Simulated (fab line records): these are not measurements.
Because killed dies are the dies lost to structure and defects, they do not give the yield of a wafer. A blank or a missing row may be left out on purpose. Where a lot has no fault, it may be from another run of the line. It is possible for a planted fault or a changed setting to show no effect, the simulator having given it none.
Matching of chambers + flow n5Finfet + rieDiel-03 running N5_FIN_SAQP_ETCH_34: 4 sister chambers
The step etches SiO2 in C4F6/O2, target depth 45 nm, time 15 s. 4 wafers are shown with their chamber, then 12 later ones without.

== WAFERS WITH THEIR CHAMBER ==
| wafer  | chamber | showerheadPlenumPTorr (Torr) |
|--------|---------|------------------------------|
| L083.5 | 3       | 2.88                         |
| L085.1 | 2       | 2.71                         |
| L085.2 | 0       | 2.92                         |
| L085.6 | 1       | 2.96                         |

== WAFERS MISSING THEIR CHAMBER ==
| wafer  | showerheadPlenumPTorr (Torr) |
|--------|------------------------------|
| L087.2 | 2.96                         |
| L087.3 | 2.92                         |
| L087.4 | 2.96                         |
| L090.1 | 2.87                         |
| L090.2 | 2.96                         |
| L090.4 | 2.87                         |
| L094.2 | 2.87                         |
| L094.3 | 2.95                         |
| L094.4 | 3.05                         |
| L096.2 | 2.87                         |
| L096.3 | 2.91                         |
| L096.5 | 2.91                         |

== WHICH CHAMBER EACH WENT THROUGH ==
| wafer  | from the rows above          | in truth |
|--------|------------------------------|----------|
| L087.2 | can't be placed: 1 or 0      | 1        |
| L087.3 | can't be placed: 0 or 1 or 3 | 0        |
| L087.4 | can't be placed: 1 or 0      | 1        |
| L090.1 | can't be placed: 3 or 0      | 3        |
| L090.2 | can't be placed: 1 or 0      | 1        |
| L090.4 | can't be placed: 3 or 0      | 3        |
| L094.2 | can't be placed: 3 or 0      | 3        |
| L094.3 | can't be placed: 1 or 0      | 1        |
| L094.4 | can't be placed: 1 or 0      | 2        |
| L096.2 | can't be placed: 3 or 0      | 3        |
| L096.3 | can't be placed: 0 or 3 or 1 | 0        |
| L096.5 | can't be placed: 0 or 3 or 1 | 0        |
Placed correctly: 0 of 12. Unplaceable from these rows: 12, with the true chamber sitting among the candidates in 11. 0 placed wrongly.
How it was worked out, from the rows above alone: a wafer's distance from a chamber is the root of the sum, over the readings, of the square of ((its reading less the chamber's mean) divided by the reading's scatter). The wafer belongs to the nearest chamber; if the next one is less than 2 further off, it can't be placed. Each chamber's mean is taken over the wafers shown for it. The scatter: with one shown wafer a chamber, the root of the mean of the squares of how far each hidden wafer lies from its nearest shown one.
